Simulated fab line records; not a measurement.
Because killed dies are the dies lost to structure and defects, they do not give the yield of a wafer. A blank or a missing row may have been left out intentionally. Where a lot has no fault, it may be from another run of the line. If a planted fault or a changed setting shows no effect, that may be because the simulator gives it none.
Matching of chambers | flow nandHarc | NHARC_A_CHANNEL_HOLE_D1_ETCH_44 on rieDiel-11 has 4 sister chambers
The step etches the open film in CF4/O2, target depth 140 nm, overetch 14 nm, time 77 s. 16 wafers are shown with their chamber, then 8 later ones without.

== WAFERS, EACH WITH ITS CHAMBER ==
wafer  | chamber | drypumpMotorCurrentA (A) | rfVppV (V) | oes_o_777_au (a.u.)
L074.1 | 0       | 5.82                     | 197.1      | 1.002
L074.2 | 1       | 5.85                     | 198.5      | 0.999
L074.6 | 0       | 5.81                     | 197.8      | 0.999
L082.1 | 2       | 5.45                     | 196.0      | 0.997
L082.3 | 3       | 5.62                     | 199.3      | 0.999
L082.4 | 0       | 5.79                     | 196.1      | 1.006
L087.2 | 0       | 5.75                     | 196.1      | 1.011
L087.3 | 2       | 5.49                     | 195.9      | 1.004
L087.4 | 3       | 5.54                     | 199.7      | 1.001
L092.2 | 2       | 5.51                     | 196.3      | 1.005
L092.4 | 3       | 5.58                     | 198.9      | 0.999
L092.5 | 3       | 5.58                     | 198.0      | 0.999
L093.2 | 0       | 5.81                     | 196.6      | 1.001
L093.3 | 3       | 5.57                     | 200.7      | 1.002
L093.5 | 2       | 5.48                     | 195.2      | 0.993
L095.1 | 3       | 5.57                     | 199.7      | 0.996

SIGNATURES (averages over the wafers above)
reading              | chamber 0 | chamber 1 | chamber 2 | chamber 3 | scatter within a chamber
drypumpMotorCurrentA | 5.7960    | 5.8500    | 5.4825    | 5.5767    | 0.0263
rfVppV               | 196.740   | 198.500   | 195.850   | 199.383   | 0.754
oes_o_777_au         | 1.00380   | 0.99900   | 0.99975   | 0.99933   | 0.00419
Rule: a wafer lies at a distance from a chamber equal to the root of the sum of squares, over the readings, of (its reading less the chamber's mean, divided by the reading's scatter). If the next closest chamber is less than 2 further off than the closest, the wafer can't be placed; otherwise it belongs to the closest. The scatter: take each reading less its chamber's mean, square it, sum over the shown wafers, divide by the number of wafers less the number of chambers, and take the root.

== WAFERS MISSING THEIR CHAMBER ==
wafer  | drypumpMotorCurrentA (A) | rfVppV (V) | oes_o_777_au (a.u.)
L095.4 | 5.86                     | 198.4      | 0.997
L095.6 | 5.78                     | 197.6      | 0.994
L096.1 | 5.87                     | 196.8      | 1.000
L096.5 | 5.81                     | 197.9      | 1.004
L096.6 | 5.53                     | 199.7      | 1.006
L097.2 | 5.83                     | 198.9      | 0.997
L097.4 | 5.51                     | 196.5      | 0.998
L097.5 | 5.55                     | 199.4      | 0.990

== CHAMBER TAKEN BY EACH ==
wafer  | from the rows above     | in truth
L095.4 | 1                       | 1
L095.6 | can't be placed: 0 or 1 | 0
L096.1 | can't be placed: 1 or 0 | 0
L096.5 | can't be placed: 0 or 1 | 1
L096.6 | 3                       | 3
L097.2 | 1                       | 1
L097.4 | 2                       | 2
L097.5 | 3                       | 3
Correctly placed: 5 of 8. Unplaceable from these rows: 3, with the true chamber sitting among the candidates in 3. 0 placed wrongly.
